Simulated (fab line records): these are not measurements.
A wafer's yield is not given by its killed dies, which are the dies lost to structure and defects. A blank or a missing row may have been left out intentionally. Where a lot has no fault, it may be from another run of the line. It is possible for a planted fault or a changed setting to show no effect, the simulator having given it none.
Comparing a struck lot with a sound one | flow n5Finfet | 16 steps out of a route of 1938
Sound: these wafers, L573.1, L573.3, L573.5. Struck: wafers L576.1, L576.3, L576.5. The cause is given at the end.
Each step with rows lists, per side, the tool, then ch with its chambers, then its first start. Under that, the readings that differ: sound wafers | struck wafers | difference of the means | sigmas: that difference in standard deviations of wafers without a fault.
alike: readings whose means differ by less than 2 such deviations, and words and numbers that are the same on both sides. not compared: withheld readings, readings that some wafer has no value for, bounds like >300 that may hide the same value, and numbers for which the record gives no deviation and whose values overlap.
Wherever a step has rows on one side only, a row that says differs or no value, or a row with sigmas, the two part there. Non-overlapping numbers with no deviation appear without sigmas and do not part them. A reading that every wafer of one side lacks parts them only if that side has two wafers or more.

N5_MOL_CONTACT_COAG_INSPECT_57: inspects for defects (brightfield).
  sound: defectInspect-02 at day 8 03:15; struck: defectInspect-02 at day 8 17:33
  alike: rawDefectCount
then, 1 step without rows for these wafers: N5_MOL_CONTACT_COAG_DESCUM_88 (chemistry O2, time 7 s).
N5_MOL_CONTACT_COAG_ETCH_89: etches underlayer in N2/H2, target depth 13 nm, time 10.4 s.
  sound on rieDiel-04 ch 0,3, day 8 03:19; struck on rieDiel-06 ch 0,2, day 8 17:52
  alike: drypumpMotorCurrentA, etchRfOnTimeS, oesProductAu, rfVppV, showerheadPlenumPTorr, throttleValvePct
  not compared: rfHoursCounterH
N5_MOL_CONTACT_COAG_ETCH_90: etches SiARC in CF4, target depth 13 nm, time 21.7 s.
  sound on rieDiel-04 ch 0,3, day 8 03:20; struck on rieDiel-06 ch 0,2, day 8 17:53
  alike: cf4FlowSccm, drypumpMotorCurrentA, etchRfOnTimeS, oesProductAu, rfVppV, showerheadPlenumPTorr, throttleValvePct
  not compared: rfHoursCounterH
N5_MOL_CONTACT_COAG_ALD_131: deposits SiO2, target thk 5 nm, pulse time 1 s, co reactant pulse time 1 s.
  sound on aldSin-02 ch 0,3, day 8 03:31; struck on aldSin-02 ch 1,3, day 8 18:26
  alike: heaterPowerW, precursorPulseHeightRel
then, 6 steps without rows for these wafers: N5_MOL_CONTACT_COAG_ETCHBACK_132 (etches SiO2 in CHF3, target depth 10 nm, time 6.7 s); N5_MOL_CONTACT_COAG_ETCH_91 (etches SOC in N2/H2, target depth 60 nm, overetch 21 nm, time 101.2 s); N5_MOL_CONTACT_COAG_STRIP_92 (strips in N2/H2); N5_MOL_CONTACT_COAG_STRIP_93 (strips in N2/H2); N5_MOL_CONTACT_COAG_ETCHBACK_135 (etches SiO2 in CHF3, target depth 25 nm, time 16.7 s); N5_MOL_CONTACT_COAG_STRIP_118 (strips in CHF3).
N5_MOL_CONTACT_COAG_VIA_ETCH_46: etches SiO2 in C4F6/O2, target depth 46 nm, overetch 9.2 nm, time 40 s.
  sound on rieDiel-01 ch 2,3, day 8 04:05; struck on rieDiel-01 ch 1,2,3, day 8 18:46
  alike: drypumpMotorCurrentA, oesProductAu, rfVppV, showerheadPlenumPTorr, throttleValvePct
  not compared: rfHoursCounterH
N5_MOL_CONTACT_COAG_STRIP_96: strips in N2/H2.
  sound on rieDiel-01 ch 2,3, day 8 04:10; struck on rieDiel-01 ch 1,2,3, day 8 18:50
reading    | sound             | struck            | difference | sigmas
powerW (W) | 504.3 499.1 499.9 | 560.3 558.3 556.6 | +57.3      | +41
  alike: drypumpMotorCurrentA, oesProductAu, rfVppV, showerheadPlenumPTorr, throttleValvePct
  not compared: rfHoursCounterH
N5_MOL_CONTACT_COAG_ETCH_47: etches SiNx in CH3F/O2, stops on W, target depth 27 nm.
  sound on rieDiel-01 ch 2,3, day 8 04:12; struck on rieDiel-01 ch 1,2,3, day 8 18:52
  alike: drypumpMotorCurrentA, etchRfOnTimeS, oesProductAu, rfVppV, showerheadPlenumPTorr, throttleValvePct
  not compared: rfHoursCounterH
-- record jumps: 3 days separate the struck wafers' starts on either side; left off in module MOL_CONTACT_COAG, taken up again in module BEOL_M4, whose first shown step is the route's number 1111 --
N5_BEOL_M4_RC_MEAS_101:
  sound on prober-02 ch 0, day 11 04:22; struck on prober-02 ch 0, day 11 21:31
  alike: DIBL_N, DIBL_P, IOFF_N, IOFF_P, ION_N, ION_P, SS_N, SS_P, VT_N, VT_P
N5_PASSIVATION_PROBE_49:
  the record has rows for the sound wafers here (prober-02, day 15 03:39) and none for the struck ones

== WHERE THEY PART ==
At N5_MOL_CONTACT_COAG_STRIP_96 first; at N5_PASSIVATION_PROBE_49 last (within this record only).

WHY: what had been put in by the simulator
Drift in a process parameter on rieDiel-01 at N5_MOL_CONTACT_COAG_STRIP_96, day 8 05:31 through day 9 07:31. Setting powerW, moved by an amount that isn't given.
